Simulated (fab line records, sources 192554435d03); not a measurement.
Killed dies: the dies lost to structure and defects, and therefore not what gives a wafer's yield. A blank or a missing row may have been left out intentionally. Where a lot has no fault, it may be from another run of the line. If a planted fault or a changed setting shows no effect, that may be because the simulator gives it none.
fab line records -- flow n5Finfet
record lots=4, wafers=12, lastDay=17
route steps=1938 shown BEOL_M2@879 BEOL_M4@1111
lots with no fault: from the same line, run without faults
startH: the number of hours between the record's first day and the start of the first shown wafer of the lot -- waitH: hours elapsed since this lot's preceding step -- " unchanged from the row above -- L1.1+2: several wafers, shown together as one row -- - either no value or no given start -- * or withheld: withheld -- < > ~ a bound
route shown NAME@n: NAME is a module with steps in the file, n the number in the route of the first one -- usual: the fault-free wafers' mean and standard deviation -- same: alike in all rows -- chamber/n: place in a boat -- sites: per-site readings -- _std_site: the values' standard deviation -- _edge_site: inner sites' mean taken away from outer sites' mean -- radiusMm: how far each site lies from the wafer's centre -- mask NAME#n: copy n -- behind: tool/chamber where the wafer was last shaped -- hold: what put the lot on hold/how long, in hours/how the hold closed -- device: the transistor (n, p or np) that didn't switch -- end of line: the same wafers' tests at the end of the route -- a step with no rows: only its recipe -- killed: dies that structure and defects cost at the first sort, which is not the same as the wafer's yield -- map: a wafer's dies, x killed, . not, _ none there
set.NAME: the run value of the setting; set.NAME@STEP: its run value at that earlier step -- model.NAME: the simulator's own value behind a step, which no gauge read
certain route steps with their lots: each step a table, each wafer a row
services: the hour from which a tool's chamber was out of use, counted from the record's first day as startH (under 0 if before that day), plus the number of hours and why
## steps
# step N5_BEOL_M2_DESCUM_33
# recipe chemistry=O2, timeS=7, sourcePowerW=50, biasPowerW=20, pressureMtorr=20, rfFrequencyHz=2.712e+07, tempC=40, resist=CAR-EUV, o2FlowSccm=225
# step N5_BEOL_M2_ETCH_77
# recipe chemistry=N2/H2, target=underlayer, targetDepthA=65, maskMaterial=CAR-EUV, timeS=5.2, ionEnergyEv=200, pressureMtorr=30, sourceW=840, biasW=150, n2FlowSccm=200, h2FlowSccm=200, ends=cleared
# step N5_BEOL_M2_ETCH_69
# recipe chemistry=CF4, target=SiARC, targetDepthA=156, maskMaterial=CAR-EUV, timeS=26, ionEnergyEv=80, pressureMtorr=40, sourceW=545, biasW=36, Ar_flow_sccm=100, cf4FlowSccm=100, ends=cleared
# step N5_BEOL_M2_ALD_98
# recipe material=SiO2, targetThkA=25, tempC=100, aldPrecursorFamily=BDEAS, aldCoReactant=O2-plasma, pulseTimeS=1, coReactantPulseTimeS=1, purgeTimeS=2, coReactantPurgeTimeS=2, aldCycles=17, pressureTorr=2
# step N5_BEOL_M2_ETCHBACK_99
# recipe chemistry=CHF3, target=SiO2, targetDepthA=50, timeS=10.4, sourceW=215, biasW=47, Ar_flow_sccm=200, CHF3_flow_sccm=12, ionEnergyEv=100, pressureMtorr=30
# step N5_BEOL_M2_ETCH_70
# recipe chemistry=N2/H2, target=SOC, targetDepthA=800, overetchA=240, maskMaterial=SiARC, tempC=40, timeS=130, ionEnergyEv=200, pressureMtorr=30, sourceW=840, biasW=150, n2FlowSccm=200, h2FlowSccm=200
# step N5_BEOL_M2_STRIP_71
# recipe chemistry=N2/H2, tempC=40, n2FlowSccm=200, h2FlowSccm=200, rfFrequencyHz=6e+07
# step N5_BEOL_M2_STRIP_78
# recipe chemistry=N2/H2, tempC=40, n2FlowSccm=200, h2FlowSccm=200, rfFrequencyHz=6e+07
# step N5_BEOL_M2_VIA_ETCH_34
# recipe chemistry=C4F6/O2, targetDepthA=694, maskMaterial=SOC, pressureMtorr=15, ionEnergyEv=250, taperDeg=4, timeS=65.9, sourceW=350, biasW=170, Ar_flow_sccm=300, C4F6_flow_sccm=10, O2_flow_sccm=10
# step N5_BEOL_M2_STRIP_83
# recipe chemistry=C4F6/O2, resist=SiARC, rfFrequencyHz=6e+07
# step N5_BEOL_M2_STRIP_36
# recipe chemistry=N2/H2, powerW=450, tempC=40, pressureMtorr=20, rfFrequencyHz=6e+07, overashFraction=0.3, biasPowerW=7, h2Frac=0.5, n2FlowSccm=200, h2FlowSccm=200
# step N5_BEOL_M2_TRENCH_ETCH_37
# recipe chemistry=C4F6/O2, targetDepthA=555.55, target=SiOC, timeS=29.2, ionEnergyEv=250, pressureMtorr=30, sourceW=355, biasW=185, Ar_flow_sccm=300, C4F6_flow_sccm=10, O2_flow_sccm=10
# usual drypumpMotorCurrentA=5.6/0.39, oesProductAu=0.80/0.089, rfVppV=655/14, showerheadPlenumPTorr=2.83/0.078, throttleValvePct=20.74/0.26
lot.wafer,tool,chamber,startH,waitH,drypumpMotorCurrentA,oesProductAu,rfHoursCounterH,rfVppV,showerheadPlenumPTorr,throttleValvePct,model.etch.depthNm,model.BEOL_M2.featureDepthNm
L672.2,rieDiel-01,0,163.43,-,5.8,0.74,206,672,2.69,20.74,56.91,57
L672.3,rieDiel-01,2,163.43,-,5.9,0.97,3,648,2.84,20.76,55.84,55.8
L672.6,rieDiel-01,2,163.43,-,5.9,0.97,-,649,2.84,20.78,56.62,56.6
L682.2,rieDiel-01,3,224.47,-,5.3,0.69,201,656,2.96,20.99,54.29,54.2
L682.3,rieDiel-01,1,224.47,-,5.7,0.83,75,650,2.90,20.48,53.95,54
L682.5,rieDiel-01,1,224.47,-,5.8,0.82,-,648,2.90,20.49,56.15,56.2
L683.2,rieDiel-01,0,227.26,-,5.7,0.72,228,671,2.68,20.78,55.88,55.8
L683.3,rieDiel-01,1,227.26,-,5.7,0.83,77,650,2.90,20.47,54.05,54
L683.6,rieDiel-01,3,227.26,-,5.3,0.69,-,658,2.96,20.99,54.88,54.8
L689.2,rieDiel-04,2,258.26,-,5.5,0.80,90,665,2.75,20.53,57.58,57.6
L689.3,rieDiel-04,3,258.26,-,4.9,0.74,182,647,2.73,20.94,54.11,54.2
L689.6,rieDiel-04,1,258.26,-,5.4,0.86,-,662,2.75,20.68,56.98,57
# step N5_BEOL_M2_ETCH_41
# recipe chemistry=CH3F/O2, target=SiCN, targetDepthA=299, taperDeg=2, timeS=52.5, ionEnergyEv=120, maskMaterial=TiN, pressureMtorr=30, sourceW=395, biasW=75, Ar_flow_sccm=150, CH3F_flow_sccm=30, O2_flow_sccm=20
# step N5_BEOL_M2_STRIP_97
# recipe chemistry=N2/H2, timeS=10, powerW=450, tempC=40, pressureMtorr=20, rfFrequencyHz=6e+07, biasPowerW=7, n2FlowSccm=200, h2FlowSccm=200
# step N5_BEOL_M2_HM_STRIP_39
# recipe chemistry=peroxideTinStrip, material=TiN, targetDepthA=250, tempC=50, timeS=158
# step N5_BEOL_M2_SRD_40
# recipe timeS=30, tempC=23, rinseLiquid=diw, dry=ipaMarangoni
# step N5_BEOL_M2_PRECLEAN_42
# recipe chemistry=residueRemover, timeS=60, tempC=40
# step N5_BEOL_M2_SRD_43
# recipe timeS=30, tempC=23, rinseLiquid=diw, dry=ipaMarangoni
# step N5_BEOL_M2_DEGAS_44
# recipe ambient=vacuum, tempC=250, timeS=60
# step N5_BEOL_M2_PRE_CLEAN_45
# recipe gas=H2/He, timeS=30, tempC=250
# step N5_BEOL_M2_ALD_84
# recipe material=TaN, targetThkA=*, tempC=275, aldPrecursorFamily=PDMAT, aldCoReactant=NH3, pressureTorr=3, carrierFlowSccm=1500, pulseTimeS=2, purgeTimeS=3, coReactantPurgeTimeS=2, coReactantPulseTimeS=3, aldCycles=30, precursorVesselTempC=75, precursorVesselPressureTorr=26.25, precursorVesselCarrierSccm=1000
# step N5_BEOL_M2_SURFACE_TREAT_85
# recipe gas=Ar, timeS=*, ionEnergyEv=*, ionCurrentMaCm2=0.5, pressureMtorr=*, arFlowSccm=30
# step N5_BEOL_M2_CVD_47
# recipe material=Co, targetThkA=30, tempC=withheld, precursor=CCTBA/H2, pressureTorr=30, timeS=223.8
# step N5_BEOL_M2_SPUTTER_48
# recipe material=Cu, targetThkA=45, tempC=-20, chamberPressurePa=0.07, powerW=withheld, timeS=8.29
# step N5_BEOL_M2_ANNEAL_49
# recipe tempC=400, timeS=240, ambient=vacuum
# step N5_BEOL_M2_SPUTTER_79
# recipe material=Cu, targetThkA=45, tempC=-20, chamberPressurePa=0.07, powerW=withheld, timeS=8.29
# step N5_BEOL_M2_ANNEAL_80
# recipe tempC=400, timeS=240, ambient=vacuum
# step N5_BEOL_M2_SPUTTER_81
# recipe material=Cu, targetThkA=45, tempC=-20, chamberPressurePa=0.07, powerW=withheld, timeS=8.29
# step N5_BEOL_M2_ANNEAL_82
# recipe tempC=400, timeS=240, ambient=vacuum
# step N5_BEOL_M2_SPUTTER_86
# recipe material=Cu, targetThkA=45, tempC=-20, chamberPressurePa=0.07, powerW=withheld, timeS=8.29
# step N5_BEOL_M2_ANNEAL_87
# recipe tempC=400, timeS=240, ambient=vacuum
# step N5_BEOL_M2_SPUTTER_88
# recipe material=Cu, targetThkA=45, tempC=-20, chamberPressurePa=0.07, powerW=withheld, timeS=8.29
# step N5_BEOL_M2_ANNEAL_89
# recipe tempC=400, timeS=240, ambient=vacuum
# step N5_BEOL_M2_SPUTTER_90
# recipe material=Cu, targetThkA=45, tempC=-20, chamberPressurePa=0.07, powerW=withheld, timeS=8.29
# step N5_BEOL_M2_ANNEAL_91
# recipe tempC=400, timeS=240, ambient=vacuum
# step N5_BEOL_M2_SPUTTER_92
# recipe material=Cu, targetThkA=45, tempC=-20, chamberPressurePa=0.07, powerW=withheld, timeS=8.29
# step N5_BEOL_M2_ANNEAL_93
# recipe tempC=400, timeS=240, ambient=vacuum
# step N5_BEOL_M2_SPUTTER_94
# recipe material=Cu, targetThkA=45, tempC=-20, chamberPressurePa=0.07, powerW=withheld, timeS=8.29
# step N5_BEOL_M2_ANNEAL_95
# recipe tempC=400, timeS=240, ambient=vacuum
# step N5_BEOL_M2_CMP_52
# recipe stopOn=SiOC, tOverpolishS=6.8, downForcePsi=1, platenRpm=50, clearingPlatenDownForcePsi=1.5, clearingPlatenRpm=50, postCmpClean=cuAlkaline, targetThkNm=40, clearingPlatenPadVelocityMS=0.99484, padVelocityMS=0.99484
# usual barrierFieldEndpointS=24.4/0.76, clearingPlatenDownForcePsi=1.500/0.003, motorCurrentA=6.3/0.75, overpolishRunS=6.801/0.0088, timeToEndpointS=62/4.2
lot.wafer,tool,chamber,startH,waitH,barrierFieldEndpointS,clearingPlatenDownForcePsi,motorCurrentA,overpolishRunS,timeToEndpointS,model.Cu_of_BEOL_M2_ECD_50.thkNm
L672.3,cmp-03,0,167.97,0.2,23.4,1.500,6.4,6.810,60,39
L672.2,cmp-03,2,167.97,0.2,24.7,1.495,5.6,6.798,64,42.2
L672.6,cmp-03,0,167.97,0.2,23.7,1.502,6.3,6.803,64,40.2
L682.2,cmp-01,3,228.13,0.3,25.1,1.498,6.1,6.813,66,40.2
L682.3,cmp-01,0,228.13,0.3,23.3,1.502,5.4,6.797,53,34.8
L682.5,cmp-01,2,228.13,0.3,24.9,1.498,6.8,6.783,64,39.4
L683.3,cmp-03,2,233.36,0.2,25.2,1.500,5.7,6.819,64,38.8
L683.2,cmp-03,0,233.36,0.2,24.9,1.502,6.2,6.799,61,41.8
L683.6,cmp-03,2,233.36,0.2,24.8,1.498,5.8,6.801,65,41
L689.2,cmp-01,3,261.74,0.2,25.7,1.500,6.3,6.794,64,42.6
L689.3,cmp-01,0,261.74,0.2,23.4,1.492,5.5,6.797,52,37.2
L689.6,cmp-01,0,261.74,0.2,23.8,1.494,5.6,6.788,50,39
# step N5_BEOL_M4_RC_MEAS_101
# usual DIBL_N=36.2/2, DIBL_P=36.1/2.4, IOFF_N=0.16/0.035, IOFF_P=0.22/0.041, ION_N=675/14, ION_P=465/8.6, SS_N=71.5/0.64, SS_P=73.2/0.76, VT_N=250/3.9, VT_P=-249/3.4
lot.wafer,tool,chamber,startH,waitH,DIBL_N[mV/V],DIBL_P[mV/V],IOFF_N[nA/um],IOFF_P[nA/um],ION_N[uA/um],ION_P[uA/um],SS_N[mV/dec],SS_P[mV/dec],VT_N[mV],VT_P[mV]
L672.2,prober-02,0,196.23,0.2,34.4,33.5,0.13,0.19,662,459,71.5,73.2,250,-250
L672.3,prober-02,0,196.23,0.2,37.3,36.8,0.20,0.25,694,477,71.6,74.1,246,-248
L672.6,prober-02,0,196.23,0.2,33.8,32.4,0.13,0.18,679,469,70.0,72.2,248,-252
L682.2,prober-01,0,256.02,0.2,36.8,37.7,0.16,0.23,687,467,72.1,73.8,248,-248
L682.3,prober-01,0,256.02,0.2,40.6,41.0,0.24,0.29,693,469,72.9,73.8,243,-247
L682.5,prober-01,0,256.02,0.2,39.8,40.7,0.21,0.27,682,468,72.6,74.4,248,-247
L683.2,prober-01,0,262.41,0.2,37.3,35.4,0.16,0.21,664,455,71.4,73.5,249,-248
L683.3,prober-01,0,262.41,0.2,34.5,33.3,0.13,0.19,674,474,71.1,72.5,249,-247
L683.6,prober-01,0,262.41,0.2,36.0,34.2,0.14,0.19,682,467,70.9,73.3,250,-250
L689.2,prober-02,0,297.49,0.2,38.8,36.9,0.20,0.25,691,469,72.0,74.3,245,-247
L689.3,prober-02,0,297.49,0.2,32.2,28.9,0.08,0.14,657,455,70.4,71.8,261,-254
L689.6,prober-02,0,297.49,0.2,36.7,33.0,0.15,0.19,660,458,71.9,72.6,251,-251
## services
tool,chamber,startH,hours,kind
cmp-01,-,181.28,0.8,repair
cmp-01,-,199.65,4.0,pm
rieDiel-01,1,202.82,3.8,repair
cmp-01,-,203.65,-,consumableReplace:conditioner
cmp-01,-,203.65,-,consumableReplace:pad
rieDiel-04,3,218.89,32.8,repair
rieDiel-01,-,236.60,0.2,repair
cmp-01,-,248.64,0.6,repair
cmp-03,-,250.05,1.6,repair
cmp-01,-,251.86,0.9,repair
rieDiel-04,0,251.90,-,clean
rieDiel-04,0,251.90,-,consumableReplace:focusRing
rieDiel-04,0,251.90,31.1,scheduledDown
rieDiel-04,0,251.90,31.1,ventCycle
## key
firstSign none at tools or gauges
modelEffect step=N5_BEOL_M2_TRENCH_ETCH_37, value=etch.depthNm, without=56.84, struck=54
modelEffect step=N5_BEOL_M2_CMP_52, value=Cu_of_BEOL_M2_ECD_50.thkNm, without=39.8, struck=36.8
metAt N5_BEOL_M2_TRENCH_ETCH_37
struckWafers L682.3,L683.3
onsetBetween 163.43 224.47
fault kind=processParameterDrift, tool=rieDiel-01, chamber=-, onsetH=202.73, steps=N5_BEOL_M2_TRENCH_ETCH_37, channel=targetDepthA, offset=-27.75, shape=step, endH=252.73, scope=struckWafersOnly, actsIn=theseRecipesOnly, stated=555.55
